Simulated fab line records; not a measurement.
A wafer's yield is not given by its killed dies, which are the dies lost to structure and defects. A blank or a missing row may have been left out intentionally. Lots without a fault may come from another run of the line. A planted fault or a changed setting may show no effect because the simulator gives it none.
Matching of chambers	flow nand harc	NHARC_A_STAIRCASE_ETCH_17 on rie diel-11: 4 sister chambers
The step etches the open film in C4F8/O2, target depth 100 nm, time 40.5 s. 4 wafers are shown with their chamber, then 7 later ones without.

== WAFERS PAIRED WITH THEIR CHAMBERS ==
wafer	chamber	rf vpp V (V)
L194.1	1	898
L194.4	0	886
L197.2	3	892
L197.3	2	891

== WAFERS MISSING THEIR CHAMBER ==
wafer	rf vpp V (V)
L197.6	900
L195.1	887
L195.2	894
L195.5	891
L198.2	892
L198.3	907
L198.6	901

== WHICH CHAMBER EACH WENT THROUGH ==
wafer	from the rows above	in truth
L197.6	can't be placed: 1 or 3 or 2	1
L195.1	can't be placed: 0 or 2 or 3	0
L195.2	can't be placed: 3 or 2 or 1 or 0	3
L195.5	can't be placed: 2 or 3 or 0 or 1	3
L198.2	can't be placed: 3 or 2 or 0 or 1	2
L198.3	can't be placed: 1 or 3 or 2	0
L198.6	can't be placed: 1 or 3 or 2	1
Correctly placed: 0 of 7. Not placeable from these rows: 7 (in 6, the candidates include the true chamber). Wrongly placed: 0.
How it was worked out, from the rows above alone: a wafer's distance from a chamber is the root of the sum, over the readings, of the square of ((its reading less the chamber's mean) divided by the reading's scatter). If the next closest chamber is less than 2 further off than the closest, the wafer can't be placed; otherwise it belongs to the closest. The mean given for a chamber averages the wafers shown for that chamber. The scatter: with one shown wafer a chamber, the root of the mean of the squares of how far each hidden wafer lies from its nearest shown one.
